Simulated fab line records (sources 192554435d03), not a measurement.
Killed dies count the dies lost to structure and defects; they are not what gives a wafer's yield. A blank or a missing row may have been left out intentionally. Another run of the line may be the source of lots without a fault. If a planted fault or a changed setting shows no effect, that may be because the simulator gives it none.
Which tool was responsible? + flow n5Finfet + 10 lots with 30 wafers sampled at 5 steps, on a route of 1938 steps

== WHAT EACH GAUGE READ, for each wafer ==
N5_BEOL_M7_THK_MEAS_01.
| lot  | measured     | on           | M7_ILD_THK (nm)   |
|------|--------------|--------------|-------------------|
| L652 | day 8 21:52  | filmMetro-02 | 153.0 153.9 156.8 |
| L653 | day 9 08:06  | filmMetro-02 | 152.2 154.0 156.2 |
| L659 | day 10 20:14 | filmMetro-01 | 152.8 151.8 167.3 |
| L662 | day 11 01:37 | filmMetro-02 | 153.2 152.1 171.5 |
| L660 | day 11 06:19 | filmMetro-01 | 152.3 165.7 155.3 |
| L665 | day 12 14:43 | filmMetro-02 | 155.9 157.2 159.1 |
| L666 | day 12 16:21 | filmMetro-02 | 153.6 153.3 156.7 |
| L670 | day 13 13:53 | filmMetro-01 | 160.1 157.5 158.6 |
| L674 | day 14 09:25 | filmMetro-02 | 153.4 155.9 158.6 |
| L675 | day 14 16:48 | filmMetro-01 | 152.8 155.0 154.2 |

== EACH LOT AND THE TOOL THAT RAN IT (in order: tool; ch and the chambers of the sampled wafers; start) ==
| lot  | N5_BEOL_M6_VIA_ETCH_34            | N5_BEOL_M6_DEP_56               | N5_BEOL_M7_ILD_DEP_00           | N5_BEOL_M7_CURE_74           |
|------|-----------------------------------|---------------------------------|---------------------------------|------------------------------|
| L652 | rieDiel-01 ch 0,1,3, day 8 17:01  | pecvd-03 ch 0,2, day 8 21:08    | pecvd-01 ch 0,1,2, day 8 21:17  | uvCure-03 ch 1, day 8 21:26  |
| L653 | rieDiel-06 ch 1,2, day 9 02:31    | pecvd-04 ch 0,2, day 9 07:23    | pecvd-02 ch 0,1, day 9 07:31    | uvCure-01 ch 1, day 9 07:35  |
| L659 | rieDiel-06 ch 1,2,3, day 10 16:35 | pecvd-03 ch 0,1,2, day 10 19:31 | pecvd-01 ch 0,1,2, day 10 19:39 | uvCure-01 ch 0, day 10 19:43 |
| L662 | rieDiel-02 ch 1,2,3, day 10 21:38 | pecvd-02 ch 0,1,2, day 11 00:26 | pecvd-01 ch 0,1,2, day 11 00:34 | uvCure-01 ch 0, day 11 00:38 |
| L660 | rieDiel-06 ch 1,2,3, day 11 02:32 | pecvd-02 ch 0,1, day 11 05:37   | pecvd-01 ch 0,2, day 11 05:44   | uvCure-01 ch 2, day 11 05:49 |
| L665 | rieDiel-02 ch 1,2,3, day 12 10:08 | pecvd-02 ch 0,1, day 12 14:01   | pecvd-02 ch 1,2, day 12 14:08   | uvCure-02 ch 0, day 12 14:13 |
| L666 | rieDiel-02 ch 0,2, day 12 13:12   | pecvd-02 ch 0,1,2, day 12 15:38 | pecvd-02 ch 0,1, day 12 15:46   | uvCure-03 ch 1, day 12 15:55 |
| L670 | rieDiel-06 ch 1,2,3, day 13 09:09 | pecvd-04 ch 0,1,2, day 13 13:11 | pecvd-02 ch 0,1,2, day 13 13:19 | uvCure-03 ch 2, day 13 13:37 |
| L674 | rieDiel-02 ch 0,1,2, day 14 05:58 | pecvd-03 ch 0,1,2, day 14 08:43 | pecvd-01 ch 0,1,2, day 14 08:50 | uvCure-03 ch 0, day 14 08:55 |
| L675 | rieDiel-01 ch 1,2, day 14 13:26   | pecvd-03 ch 0,1,2, day 14 16:05 | pecvd-01 ch 0,2, day 14 16:13   | uvCure-01 ch 1, day 14 16:16 |
- N5_BEOL_M6_VIA_ETCH_34: etches SiCOH lowk in C4F6/O2, target depth 126.3 nm, time 50.9 s.
- N5_BEOL_M6_DEP_56: deposits SiCN from 3MS/NH3, target thk 10 nm, time 17.5 s.
- N5_BEOL_M7_ILD_DEP_00: deposits SiCOH lowk from DEMS/porogen, target thk 179.75 nm, time 33.4 s.
- N5_BEOL_M7_CURE_74: cures SiCOH lowk, time 240 s.

== THE ANSWER, worked out from the rows above alone ==
Rule: what is usual is taken from the lots themselves. Put in order of their means at a reading, lots are off if they are a third of the lots or fewer, leave a main group of 4 or more, and stand apart from it by a gap of 3 or more times the standard deviation of the main group's means; of several such gaps the widest counts. If all means in a main group match to the digits the tables above print for the reading, that group is not used. Also off: a lot with no number at a reading for which 4 or more lots have one. Any other lot the step has rows for is counted as sound.
Across all readings shown, no lot is off: no conclusion can be drawn from this.

== WHAT THE SIMULATOR HAD PUT IN ==
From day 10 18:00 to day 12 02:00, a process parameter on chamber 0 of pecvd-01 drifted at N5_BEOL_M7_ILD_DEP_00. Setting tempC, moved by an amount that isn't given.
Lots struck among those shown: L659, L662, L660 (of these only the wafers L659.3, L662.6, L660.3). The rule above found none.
